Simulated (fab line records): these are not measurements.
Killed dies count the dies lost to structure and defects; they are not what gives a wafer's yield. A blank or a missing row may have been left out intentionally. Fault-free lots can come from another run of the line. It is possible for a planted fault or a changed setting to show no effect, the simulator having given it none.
Chamber matching :: flow n5 finfet :: N5_BEOL_M6_ETCH_62 on rie diel-02: 4 sister chambers
The step etches SOC in N2/H2, target depth 110 nm, overetch 22 nm, time 165 s. 8 wafers are shown with their chamber, then 8 later ones without.

WAFERS PAIRED WITH THEIR CHAMBERS
wafer: L075.4
chamber: 3
drypump motor current A (A): 6.1
throttle valve pct (%): 17.87

wafer: L077.3
chamber: 1
drypump motor current A (A): 5.4
throttle valve pct (%): 17.48

wafer: L084.3
chamber: 2
drypump motor current A (A): 6.2
throttle valve pct (%): 17.38

wafer: L084.6
chamber: 1
drypump motor current A (A): 5.4
throttle valve pct (%): 17.51

wafer: L086.3
chamber: 3
drypump motor current A (A): 6.1
throttle valve pct (%): 17.91

wafer: L086.4
chamber: 0
drypump motor current A (A): 6.3
throttle valve pct (%): 17.85

wafer: L086.5
chamber: 0
drypump motor current A (A): 6.2
throttle valve pct (%): 17.86

wafer: L091.1
chamber: 2
drypump motor current A (A): 6.2
throttle valve pct (%): 17.39

WAFERS WHOSE CHAMBER IS MISSING
wafer: L091.3
drypump motor current A (A): 6.2
throttle valve pct (%): 17.88

wafer: L091.6
drypump motor current A (A): 5.4
throttle valve pct (%): 17.54

wafer: L095.4
drypump motor current A (A): 6.1
throttle valve pct (%): 17.40

wafer: L095.5
drypump motor current A (A): 5.4
throttle valve pct (%): 17.54

wafer: L095.6
drypump motor current A (A): 6.2
throttle valve pct (%): 17.88

wafer: L096.1
drypump motor current A (A): 6.1
throttle valve pct (%): 17.96

wafer: L096.3
drypump motor current A (A): 6.2
throttle valve pct (%): 17.43

wafer: L096.5
drypump motor current A (A): 6.2
throttle valve pct (%): 17.42

THE CHAMBER EACH PASSED THROUGH
wafer: L091.3
from the rows above: can't be placed: 0 or 3
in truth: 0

wafer: L091.6
from the rows above: 1
in truth: 1

wafer: L095.4
from the rows above: 2
in truth: 2

wafer: L095.5
from the rows above: 1
in truth: 1

wafer: L095.6
from the rows above: can't be placed: 0 or 3
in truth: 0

wafer: L096.1
from the rows above: 3
in truth: 3

wafer: L096.3
from the rows above: 2
in truth: 2

wafer: L096.5
from the rows above: 2
in truth: 2
6 of 8 placed correctly. Can't be placed from these rows: 2 (the true chamber is among the candidates in 2). 0 placed wrongly.
How it was worked out, from the rows above alone: a wafer's distance from a chamber is the root of the sum, over the readings, of the square of ((its reading less the chamber's mean) divided by the reading's scatter). The wafer belongs to the nearest chamber; if the next one is less than 2 further off, it can't be placed. Each chamber's mean is taken over the wafers shown for it. The scatter: the root of (the sum of the squares of (reading less its chamber's mean) over the shown wafers, divided by (wafers less chambers)).
